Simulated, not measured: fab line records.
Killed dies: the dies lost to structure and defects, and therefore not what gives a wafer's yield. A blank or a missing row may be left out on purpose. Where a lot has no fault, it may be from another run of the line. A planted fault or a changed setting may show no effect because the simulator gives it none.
fab line records    flow n5Finfet
[record] lots = 5  wafers = 14  lastDay = 17
route steps=1938 shown BEOL_M5@1141 PASSIVATION@1936
lots with no fault: from the same line, run without faults
startH: start of the lot's first displayed wafer, in hours after the record's first day    waitH: hours from the lot's prior step to this one    " unchanged from the row above    L1.1+2: a single row standing in for several wafers    - either no value or no given start    * or withheld: withheld    < > ~ a bound
route shown NAME@n: a module of which the file shows steps, and the number in the route of the first    usual: the fault-free wafers' mean and standard deviation    same: alike in all rows    chamber/n: place in a boat    sites: readings site by site    _std_site: their standard deviation    _edge_site: the outer-site mean with the inner-site mean subtracted    radiusMm: for every site, how far away it sits from the centre of the wafer    mask NAME#n: copy n    behind: the tool/chamber that last shaped the wafer    hold: reason for holding the lot/hours on hold/outcome of the hold    device: the transistor (n, p or np) that didn't switch    end of line: the route-end tests of the same wafers    for a step that has no rows: nothing shown but its recipe    killed: count of dies lost to structure and defects at first sort (not the wafer's yield)    map: dies across one wafer; x = killed, . = not, _ = none there
set.NAME: setting as actually run; set.NAME@STEP: the setting as run at that earlier step    model.NAME: the simulator's own value behind a step, which no gauge read
a table for each step, a row for each wafer; lots at some steps of the route
services: a tool's chamber out of use, with start hour (startH, from the record's first day; less than 0 if before it), hours out, and reason
[[steps]]
[step N5_BEOL_M5_COAT_74]
[recipe] resist = underlayer  tempC = 205  timeS = 60  spinRpm = 1500  resistThkNm = 5
[step N5_BEOL_M5_COAT_22]
[recipe] resist = CAR-EUV  spinRpm = 1500  resistThkNm = 30
[step N5_BEOL_M5_EBR_24]
[recipe] solvent = PGMEA  ebrWidthMm = 1.5
[step N5_BEOL_M5_SOFTBAKE_23]
[recipe] tempC = 110  timeS = 60  resist = CAR-EUV
[step N5_BEOL_M5_EXPOSE_25]
[recipe] maskId = V4  na = 0.33  sourceShape = quasar  sigmaInner = 0.2  sigmaOuter = 0.6  polarization = unpolarized  defocusNm = 10  doseMj = 52.75
[step N5_BEOL_M5_PEB_26]
[recipe] pebTempC = 100  pebTimeS = 60  resist = CAR-EUV
[step N5_BEOL_M5_DEVELOP_27]
[recipe] developTimeS = 30  developer = TMAH  resist = CAR-EUV  rinseLiquid = surfactantRinse  dry = airSpin  devTempC = 23
[step N5_BEOL_M5_CD_MEAS_28]
[recipe] targetCdNm = 30.6  landingEnergyEv = 500  detector = seInlens  targetCdYNm = 20  polarity = opening
[usual] cdNm = 30.59/0.24
lot.wafer  tool      chamber  startH  waitH  cdNm
L872.2     cdSem-01  0        176.42  -      30.25
L872.4     "         0        "       "      30.15
L872.5     "         0        "       "      30.13
L876.1     cdSem-02  0        206.18  -      30.53
L876.3     "         0        "       "      30.37
L876.6     "         0        "       "      30.30
L887.1     cdSem-01  0        266.83  -      30.88
L887.2     "         0        "       "      30.67
L892.2     cdSem-03  0        297.58  -      30.53
L892.3     "         0        "       "      30.24
L892.6     "         0        "       "      30.28
L894.1     cdSem-03  0        304.30  -      30.52
L894.4     "         0        "       "      30.60
L894.5     "         0        "       "      30.43
[step N5_BEOL_M5_OVL_MEAS_29]
[recipe] pointsPerWafer = 522
[usual] V4_OVL = 0.7/0.72
[same] pointsPerWafer = 522
lot.wafer  tool        chamber  startH  waitH  V4_OVL[nm]
L872.2     overlay-02  0        176.46  0.0    1.0
L872.4     "           0        "       "      0.7
L872.5     "           0        "       "      0.5
L876.1     overlay-01  0        206.22  0.0    0.6
L876.3     "           0        "       "      0.6
L876.6     "           0        "       "      -0.2
L887.1     overlay-02  0        266.86  0.0    0.7
L887.2     "           0        "       "      1.2
L892.2     overlay-02  0        297.61  0.0    1.3
L892.3     "           0        "       "      1.0
L892.6     "           0        "       "      0.9
L894.1     overlay-02  0        304.33  0.0    1.1
L894.4     "           0        "       "      0.0
L894.5     "           0        "       "      0.6
[step N5_BEOL_M5_INSPECT_30]
[recipe] mode = adi  inspectInstrument = brightfield
[usual] rawDefectCount = 451/95
lot.wafer  tool              chamber  startH  waitH  rawDefectCount
L872.2     defectInspect-01  -        176.51  0.0    509
L872.4     "                 -        "       "      664
L872.5     "                 -        "       "      420
L876.1     defectInspect-01  -        206.28  0.1    343
L876.3     "                 -        "       "      479
L876.6     "                 -        "       "      316
L887.1     defectInspect-02  -        266.92  0.1    498
L887.2     "                 -        "       "      393
L892.2     defectInspect-02  -        297.66  0.0    470
L892.3     "                 -        "       "      369
L892.6     "                 -        "       "      340
L894.1     defectInspect-01  -        304.39  0.1    417
L894.4     "                 -        "       "      250
L894.5     "                 -        "       "      351
[step N5_BEOL_M5_DESCUM_33]
[recipe] chemistry = O2  timeS = 7  sourcePowerW = 50  biasPowerW = 20  pressureMtorr = 20  rfFrequencyHz = 2.712e+07  tempC = 40  resist = CAR-EUV  o2FlowSccm = 225
[usual] drypumpMotorCurrentA = 5.8/0.47  oesProductAu = 0.80/0.09  rfVppV = 242.9/1.3  showerheadPlenumPTorr = 2.08/0.065  throttleValvePct = 20.34/0.14
lot.wafer  tool        chamber  startH  waitH  drypumpMotorCurrentA  oesProductAu  rfHoursCounterH  rfVppV  showerheadPlenumPTorr  throttleValvePct
L872.2     rieDiel-06  0        176.61  0.1    5.8                   0.96          11               241.2   2.06                   20.18
L872.4     "           1        "       "      6.6                   0.87          49               245.4   2.21                   20.38
L872.5     "           0        "       "      5.8                   0.96          -                243.1   2.06                   20.19
L876.1     rieDiel-01  0        206.36  0.1    5.7                   0.74          155              244.9   2.18                   20.57
L876.3     "           1        "       "      5.8                   0.75          156              240.2   2.00                   20.12
L876.6     "           0        "       "      5.7                   0.74          -                244.5   2.18                   20.58
L887.1     rieDiel-01  1        266.96  0.0    5.8                   0.72          176              242.7   2.00                   20.16
L887.2     "           0        "       "      5.7                   0.73          176              243.4   2.17                   20.61
L892.2     rieDiel-02  1        297.89  0.2    6.0                   0.90          39               241.5   2.04                   20.29
L892.3     "           3        "       "      5.6                   0.67          241              243.3   2.15                   20.51
L892.6     "           3        "       "      5.5                   0.67          -                243.7   2.15                   20.50
L894.1     rieDiel-06  1        304.67  0.3    6.6                   0.84          81               245.0   2.20                   20.43
L894.4     "           2        "       "      5.7                   0.66          253              242.2   2.06                   20.26
L894.5     "           0        "       "      5.8                   0.89          -                242.6   2.05                   20.25
[step N5_BEOL_M5_ETCH_75]
[recipe] chemistry = N2/H2  target = underlayer  targetDepthA = 65  maskMaterial = CAR-EUV  timeS = 5.2  ionEnergyEv = 200  pressureMtorr = 30  sourceW = 840  biasW = 150  n2FlowSccm = 200  h2FlowSccm = 200  ends = cleared
[usual] drypumpMotorCurrentA = 5.8/0.47  etchRfOnTimeS = 5.20/0.083  oesProductAu = 0.68/0.076  rfVppV = 523.2/2.6  showerheadPlenumPTorr = 2.52/0.082  throttleValvePct = 17.76/0.19
lot.wafer  tool        chamber  startH  waitH  drypumpMotorCurrentA  etchRfOnTimeS  oesProductAu  rfHoursCounterH  rfVppV  showerheadPlenumPTorr  throttleValvePct
L872.2     rieDiel-06  0        176.64  0.0    5.8                   5.12           0.82          11               523.6   2.49                   17.45
L872.4     "           1        "       "      6.6                   5.25           0.74          49               529.1   2.69                   17.81
L872.5     "           0        "       "      5.8                   5.12           0.82          -                522.6   2.49                   17.44
L876.1     rieDiel-01  0        206.40  0.0    5.8                   5.21           0.64          155              526.5   2.65                   18.12
L876.3     "           1        "       "      5.8                   5.26           0.63          156              520.4   2.44                   17.59
L876.6     "           0        "       "      5.8                   5.26           0.63          -                525.5   2.65                   18.14
L887.1     rieDiel-01  1        266.99  0.0    5.8                   5.28           0.61          176              519.7   2.43                   17.63
L887.2     "           0        "       "      5.7                   5.23           0.62          176              524.5   2.64                   18.16
L892.2     rieDiel-02  1        297.92  0.0    6.1                   5.14           0.76          39               520.0   2.47                   17.63
L892.3     "           3        "       "      5.6                   5.20           0.57          241              526.7   2.62                   18.05
L892.6     "           3        "       "      5.6                   5.24           0.58          -                526.6   2.62                   18.05
L894.1     rieDiel-06  1        304.71  0.0    6.6                   5.25           0.70          81               527.9   2.67                   17.88
L894.4     "           2        "       "      5.7                   5.34           0.56          253              521.8   2.50                   17.77
L894.5     "           0        "       "      5.8                   5.10           0.75          -                522.5   2.47                   17.52
[step N5_BEOL_M5_ETCH_67]
[recipe] chemistry = CF4  target = SiARC  targetDepthA = 156  maskMaterial = CAR-EUV  timeS = 26  ionEnergyEv = 80  pressureMtorr = 40  sourceW = 545  biasW = 36  Ar_flow_sccm = 100  cf4FlowSccm = 100  ends = cleared
[usual] drypumpMotorCurrentA = 5.8/0.47  etchRfOnTimeS = 26.0/0.39  oesProductAu = 0.68/0.076  rfVppV = 183.9/1.3  showerheadPlenumPTorr = 2.12/0.066  throttleValvePct = 15.50/0.16
lot.wafer  tool        chamber  startH  waitH  drypumpMotorCurrentA  etchRfOnTimeS  oesProductAu  rfHoursCounterH  rfVppV  showerheadPlenumPTorr  throttleValvePct
L872.2     rieDiel-06  0        176.66  0.0    5.8                   25.5           0.83          11               183.0   2.10                   15.26
L872.4     "           1        "       "      6.6                   26.4           0.75          49               186.5   2.26                   15.52
L872.5     "           0        "       "      5.8                   25.8           0.81          -                184.2   2.10                   15.25
L876.1     rieDiel-01  0        206.42  0.0    5.8                   26.7           0.63          155              185.6   2.23                   15.79
L876.3     "           1        "       "      5.8                   26.1           0.64          156              183.6   2.05                   15.35
L876.6     "           0        "       "      5.7                   26.3           0.63          -                185.9   2.23                   15.79
L887.1     rieDiel-01  1        267.01  0.0    5.8                   18.5           0.77          176              182.0   2.05                   15.38
L887.2     "           0        "       "      5.7                   18.9           0.75          176              185.4   2.22                   15.82
L892.2     rieDiel-02  1        297.94  0.0    6.0                   25.7           0.76          39               184.4   2.09                   15.46
L892.3     "           3        "       "      5.5                   26.5           0.56          241              185.4   2.19                   15.72
L892.6     "           3        "       "      5.6                   26.5           0.56          -                185.8   2.19                   15.73
L894.1     rieDiel-06  1        304.73  0.0    6.6                   25.9           0.72          81               185.9   2.25                   15.58
L894.4     "           2        "       "      5.7                   26.2           0.57          253              182.2   2.10                   15.52
L894.5     "           0        "       "      5.8                   25.0           0.77          -                184.1   2.09                   15.34
[step N5_BEOL_M5_ETCH_68]
[recipe] chemistry = N2/H2  target = SOC  targetDepthA = 800  overetchA = 160  maskMaterial = SiARC  tempC = 40  timeS = 120  ionEnergyEv = 200  pressureMtorr = 30  sourceW = 840  biasW = 150  n2FlowSccm = 200  h2FlowSccm = 200
[usual] drypumpMotorCurrentA = 5.8/0.47  oesProductAu = 0.61/0.065  rfVppV = 523.3/2.3  showerheadPlenumPTorr = 2.52/0.082  throttleValvePct = 17.72/0.19
lot.wafer  tool        chamber  startH  waitH  drypumpMotorCurrentA  oesProductAu  rfHoursCounterH  rfVppV  showerheadPlenumPTorr  throttleValvePct
L872.2     rieDiel-06  0        176.69  0.0    5.8                   0.73          11               522.9   2.49                   17.42
L872.4     "           1        "       "      6.6                   0.68          49               528.2   2.69                   17.79
L872.5     "           0        "       "      5.8                   0.73          -                522.9   2.49                   17.41
L876.1     rieDiel-01  0        206.44  0.0    5.7                   0.56          155              526.7   2.65                   18.09
L876.3     "           1        "       "      5.8                   0.58          156              520.1   2.44                   17.56
L876.6     "           0        "       "      5.7                   0.57          -                527.1   2.65                   18.08
L887.1     rieDiel-01  1        267.04  0.0    5.8                   0.56          176              521.3   2.43                   17.60
L887.2     "           0        "       "      5.7                   0.56          176              526.4   2.64                   18.14
L892.2     rieDiel-02  1        297.97  0.0    6.0                   0.68          39               521.8   2.47                   17.60
L892.3     "           3        "       "      5.6                   0.51          241              525.9   2.62                   18.01
L892.6     "           3        "       "      5.5                   0.52          -                524.5   2.62                   18.01
L894.1     rieDiel-06  1        304.75  0.0    6.6                   0.64          81               525.9   2.67                   17.85
L894.4     "           2        "       "      5.7                   0.52          254              521.7   2.50                   17.72
L894.5     "           0        "       "      5.8                   0.67          -                522.2   2.47                   17.48
[step N5_PASSIVATION_PROBE_49]
[usual] defectLimitedYield = 91.3/1.4  killed_at_M0_to_M3 = 35/11  killed_at_M4_up = 14/5.4  killedAtContacts = 12/6.2  killedAtFrontEnd = 38/11  killedAtOther = 4.1/2.8  killedDies = 103/17  killedOpen = 66/13  killedShort = 34/8.2  sort_bin_5_function = 5.1/0.89  sort_bin_6_memory = 3.3/0.72  sortNPass = 1077/17  sortYieldPct = 91.3/1.4
[same] grossDies = 1180  killedAtBackSide = 0  sort_bin_4_leakage[%] = 0  sort_bin_8_speed[%] = 0
lot.wafer  tool       chamber  startH  waitH  defectLimitedYield[%]  killed_at_M0_to_M3  killed_at_M4_up  killedAtContacts  killedAtFrontEnd  killedAtOther  killedDies  killedOpen  killedShort  sort_bin_5_function[%]  sort_bin_6_memory[%]  sortNPass  sortYieldPct[%]
L872.2     prober-02  -        266.56  0.1    91.7                   43                  13               3                 38                1              98          61          35           4.7                     3.4                   1082       91.7
L872.4     prober-02  -        266.66  0.2    91.6                   40                  11               12                34                2              99          70          27           4.7                     3.3                   1081       91.6
L872.5     prober-02  -        266.71  0.2    91.3                   40                  13               7                 38                5              103         65          36           4.7                     3.8                   1077       91.3
L876.1     prober-02  -        304.21  0.0    90.0                   39                  7                9                 54                9              118         58          58           5.6                     3.7                   1062       90.0
L876.3     prober-02  -        304.31  0.1    91.3                   35                  16               16                28                8              103         63          38           4.7                     3.6                   1077       91.3
L876.6     prober-02  -        304.46  0.3    90.8                   35                  9                26                36                3              109         73          35           4.7                     4.2                   1071       90.8
L887.1     prober-01  -        358.57  0.0    91.7                   40                  17               14                21                6              98          71          26           4.5                     3.6                   1082       91.7
L887.2     prober-01  -        358.62  0.1    93.0                   41                  11               8                 19                4              83          57          25           4.2                     2.6                   1097       93.0
// killed by level:class
L872.2 STI_FIN_REVEAL:geometricParticle:open=12 BEOL_M0_SAQP:geometricParticle:open=12 BEOL_M0_SAQP:geometricParticle:short=10 BEOL_M3:geometricParticle:open=10 BEOL_M4:geometricParticle:open=8 BEOL_M2:geometricParticle:open=6 FIN_SAQP:geometricParticle:short=4 STI_FIN_REVEAL:geometricParticle:short=4
L872.4 FIN_SAQP:geometricParticle:open=10 MOL_CONTACT_COAG:geometricParticle:open=10 FIN_SAQP:geometricParticle:short=7 STI_FIN_REVEAL:geometricParticle:open=7 BEOL_M0_SAQP:geometricParticle:open=7 BEOL_M0:geometricParticle:open=7 BEOL_M1:geometricParticle:open=5 BEOL_M0:geometricParticle:short=5
L872.5 BEOL_M0_SAQP:geometricParticle:short=9 STI_FIN_REVEAL:geometricParticle:open=8 BEOL_M0_SAQP:geometricParticle:open=8 BEOL_M4:geometricParticle:open=8 FIN_SAQP:geometricParticle:open=7 GATE_CUT:geometricParticle:short=6 MOL_CONTACT_COAG:geometricParticle:open=6 FIN_SAQP:geometricParticle:short=5
L876.1 FIN_SAQP:geometricParticle:short=23 BEOL_M0_SAQP:geometricParticle:short=9 BEOL_M0_SAQP:geometricParticle:open=8 FIN_SAQP:geometricParticle:open=7 BEOL_M2:geometricParticle:open=7 MOL_CONTACT_COAG:geometricParticle:open=5 DUMMY_GATE:geometricParticle:open=4 GATE_CUT:geometricParticle:short=4
L876.3 MOL_CONTACT_COAG:geometricParticle:open=10 BEOL_M0_SAQP:geometricParticle:short=9 BEOL_M0_SAQP:geometricParticle:open=9 STI_FIN_REVEAL:geometricParticle:open=5 MOL_CONTACT_COAG:geometricParticle:short=5 DUMMY_GATE:geometricParticle:open=4 BEOL_M1:geometricParticle:short=4 BEOL_M2:geometricParticle:open=4
L876.6 MOL_CONTACT_COAG:geometricParticle:open=20 BEOL_M1:geometricParticle:open=12 DUMMY_GATE:geometricParticle:open=5 MOL_CONTACT_COAG:geometricParticle:short=5 BEOL_M0_SAQP:geometricParticle:short=5 BEOL_M2:geometricParticle:open=5 FIN_SAQP:geometricParticle:open=4 FIN_SAQP:geometricParticle:short=4
L887.1 MOL_CONTACT_COAG:geometricParticle:open=11 BEOL_M0_SAQP:geometricParticle:open=9 BEOL_M2:geometricParticle:open=9 BEOL_M0_SAQP:geometricParticle:short=7 FIN_SAQP:geometricParticle:open=6 BEOL_M4:geometricParticle:open=6 BEOL_M1:geometricParticle:open=5 BEOL_M5:geometricParticle:open=5
L887.2 BEOL_M1:geometricParticle:open=9 BEOL_M3:geometricParticle:open=8 BEOL_M2:geometricParticle:open=7 MOL_CONTACT_COAG:geometricParticle:open=6 BEOL_M0_SAQP:geometricParticle:short=6 BEOL_M0_SAQP:geometricParticle:open=5 BEOL_M4:geometricParticle:open=4 FIN_SAQP:geometricParticle:short=3
[[services]]
tool        chamber  startH  hours  kind
rieDiel-02  -        215.56  14.6   pm
rieDiel-01  -        231.04  0.4    repair
rieDiel-06  -        276.05  14.6   pm
rieDiel-02  -        279.98  0.2    repair
rieDiel-02  0        283.46  -      clean
rieDiel-02  0        283.46  -      consumableReplace:focusRing
rieDiel-02  0        283.46  27.3   scheduledDown
rieDiel-02  0        283.46  27.3   ventCycle
[[key]]
[firstSign] step = N5_BEOL_M5_ETCH_67  reading = etchRfOnTimeS  direction = down  sigmas = 18  usual = *  struck = *
effect none on later readings
metAt N5_BEOL_M5_ETCH_67
struckWafers L887.1,L887.2
onsetBetween 206.42 267.01
[fault] kind = processParameterDrift  tool = rieDiel-01  chamber = -  onsetH = 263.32  steps = N5_BEOL_M5_ETCH_67  channel = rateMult  offset = 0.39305  shape = step  endH = 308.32  scope = struckWafersOnly
